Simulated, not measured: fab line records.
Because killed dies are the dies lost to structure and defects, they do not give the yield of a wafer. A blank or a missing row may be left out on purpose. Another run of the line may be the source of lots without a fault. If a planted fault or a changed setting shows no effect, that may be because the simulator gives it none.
Which tool did it? | flow nandHarc | 7 lots, 21 wafers sampled, at 2 steps of a route of 1302

WHAT THE GAUGES SHOWED, per wafer
NHARC_P_BONDPAD_THK_MEAS_20: measures by xrf.
lot  | measured     | on           | thkNm (nm)
L644 | day 7 16:52  | filmMetro-02 | 161.9 159.9 161.0
L647 | day 8 15:35  | filmMetro-02 | 162.8 160.4 159.3
L649 | day 9 11:49  | filmMetro-02 | 30.6 29.8 28.4
L656 | day 12 19:08 | filmMetro-02 | 165.0 159.8 160.8
L659 | day 13 19:30 | filmMetro-01 | 160.2 156.1 160.4
L661 | day 14 10:15 | filmMetro-02 | 161.7 160.0 162.0
L664 | day 15 22:05 | filmMetro-01 | 162.5 162.9 161.8

TOOL THAT RAN EACH LOT (tool first, then ch and the chambers of the sampled wafers, then the start)
lot  | NHARC_P_BONDPAD_ECD_18
L644 | ecdCu-01 ch 0,1, day 7 15:53
L647 | ecdCu-01 ch 0, day 8 14:32
L649 | ecdCu-01 ch 0,1, day 9 10:49
L656 | ecdCu-02 ch 0, day 12 18:05
L659 | ecdCu-01 ch 0,1, day 13 18:23
L661 | ecdCu-01 ch 0,1, day 14 09:13
L664 | ecdCu-02 ch 0,1, day 15 21:02
- NHARC_P_BONDPAD_ECD_18: material Cu, target thk 400 nm.

THE ANSWER, worked out from the rows above alone
Rule: usual is defined by the lots themselves. The widest of any qualifying gaps counts: lots, ordered by their means at a reading, are off when they make up no more than a third of the lots, leave a main group of 4 or more, and stand apart from it by 3 or more times the standard deviation of that group's means. The tables above print the reading to a certain number of digits; a main group whose means all agree to those digits is not used. A lot without any number at a reading at which 4 lots or more have one is off too. Where the step has rows for the other lots, those lots are counted as sound.
Off, at NHARC_P_BONDPAD_THK_MEAS_20 on thkNm: L649. Mean 161.0 nm and standard deviation 1.1 in the main group.
If a tool, at a process step before that reading, ran all the lots that are off and no sound lot after the first of them, it fits. Gauges at NHARC_P_BONDPAD_THK_MEAS_20: tried the same way as those tools. None of those tried fits.

WHAT HAD BEEN PUT IN BY THE SIMULATOR
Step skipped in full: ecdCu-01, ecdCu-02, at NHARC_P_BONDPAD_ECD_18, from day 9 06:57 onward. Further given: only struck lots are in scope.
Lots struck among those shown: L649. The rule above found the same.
